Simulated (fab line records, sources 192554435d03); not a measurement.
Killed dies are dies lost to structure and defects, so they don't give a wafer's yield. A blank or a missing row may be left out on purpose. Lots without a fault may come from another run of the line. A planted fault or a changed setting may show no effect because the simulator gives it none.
Which tool did it? | flow n5_finfet | 10 lots, 30 wafers sampled, at 5 steps of a route of 1938

WHAT THE GAUGES READ, wafer by wafer
N5_BEOL_M4_RC_MEAS_101.
lot  | measured     | on        | DIBL_N (mV/V)
L629 | day 10 03:57 | prober-02 | 37.9 39.7 38.8
L632 | day 10 08:01 | prober-01 | 33.4 35.6 37.1
L635 | day 11 11:32 | prober-01 | 36.3 36.8 36.6
L638 | day 11 17:02 | prober-02 | 37.9 36.5 36.5
L640 | day 12 05:14 | prober-01 | 36.0 37.1 35.8
L641 | day 12 15:43 | prober-02 | 37.5 37.1 35.9
L643 | day 13 10:12 | prober-01 | 34.7 34.3 37.2
L645 | day 14 04:26 | prober-02 | 35.2 36.2 34.5
L646 | day 14 12:44 | prober-02 | 36.1 35.7 38.8
L647 | day 15 12:26 | prober-01 | 35.8 37.7 35.5

WHICH TOOL RAN EACH LOT (tool, then ch and the chambers of the sampled wafers, then the start)
lot  | N5_BEOL_M1_SPUTTER_81        | N5_BEOL_M1_ANNEAL_87         | N5_BEOL_M1_SPUTTER_90        | N5_BEOL_M1_SPUTTER_92
L629 | pvd_sputter-01, day 7 22:08  | pvd_sputter-01, day 7 22:26  | pvd_sputter-01, day 7 22:47  | pvd_sputter-01, day 7 23:01
L632 | pvd_sputter-03, day 8 14:33  | pvd_sputter-03, day 8 14:51  | pvd_sputter-03, day 8 15:13  | pvd_sputter-03, day 8 15:26
L635 | pvd_sputter-02, day 9 16:55  | pvd_sputter-02, day 9 17:13  | pvd_sputter-02, day 9 17:34  | pvd_sputter-02, day 9 17:47
L638 | pvd_sputter-01, day 10 01:51 | pvd_sputter-01, day 10 02:09 | pvd_sputter-01, day 10 02:31 | pvd_sputter-01, day 10 02:44
L640 | pvd_sputter-02, day 10 08:33 | pvd_sputter-02, day 10 08:51 | pvd_sputter-02, day 10 09:13 | pvd_sputter-02, day 10 09:26
L641 | pvd_sputter-01, day 10 22:16 | pvd_sputter-01, day 10 22:34 | pvd_sputter-01, day 10 22:56 | pvd_sputter-01, day 10 23:09
L643 | pvd_sputter-01, day 11 06:09 | pvd_sputter-01, day 11 06:27 | pvd_sputter-01, day 11 06:49 | pvd_sputter-01, day 11 07:02
L645 | pvd_sputter-02, day 11 15:35 | pvd_sputter-02, day 11 15:53 | pvd_sputter-02, day 11 16:15 | pvd_sputter-02, day 11 16:28
L646 | pvd_sputter-01, day 12 07:16 | pvd_sputter-01, day 12 07:34 | pvd_sputter-01, day 12 07:56 | pvd_sputter-01, day 12 08:09
L647 | pvd_sputter-03, day 12 14:29 | pvd_sputter-03, day 12 14:47 | pvd_sputter-03, day 12 15:09 | pvd_sputter-03, day 12 15:22
- N5_BEOL_M1_SPUTTER_81: material Cu, target thk 4.5 nm, time 8.29 s.
- N5_BEOL_M1_ANNEAL_87: time 240 s.
- N5_BEOL_M1_SPUTTER_90: material Cu, target thk 4.5 nm, time 8.29 s.
- N5_BEOL_M1_SPUTTER_92: material Cu, target thk 4.5 nm, time 8.29 s.

THE ANSWER, worked out from the rows above alone
Rule: what is usual is taken from the lots themselves. Put in order of their means at a reading, lots are off if they are a third of the lots or fewer, leave a main group of 4 or more, and stand apart from it by a gap of 3 or more times the standard deviation of the main group's means; of several such gaps the widest counts. A main group whose means are all the same, to the digits that the tables above print for the reading, isn't used. A lot without any number at a reading at which 4 lots or more have one is off too. The other lots that the step has rows for count as sound.
No lot is off at any reading shown: from this, nothing can be told.

WHAT THE SIMULATOR HAD PUT IN
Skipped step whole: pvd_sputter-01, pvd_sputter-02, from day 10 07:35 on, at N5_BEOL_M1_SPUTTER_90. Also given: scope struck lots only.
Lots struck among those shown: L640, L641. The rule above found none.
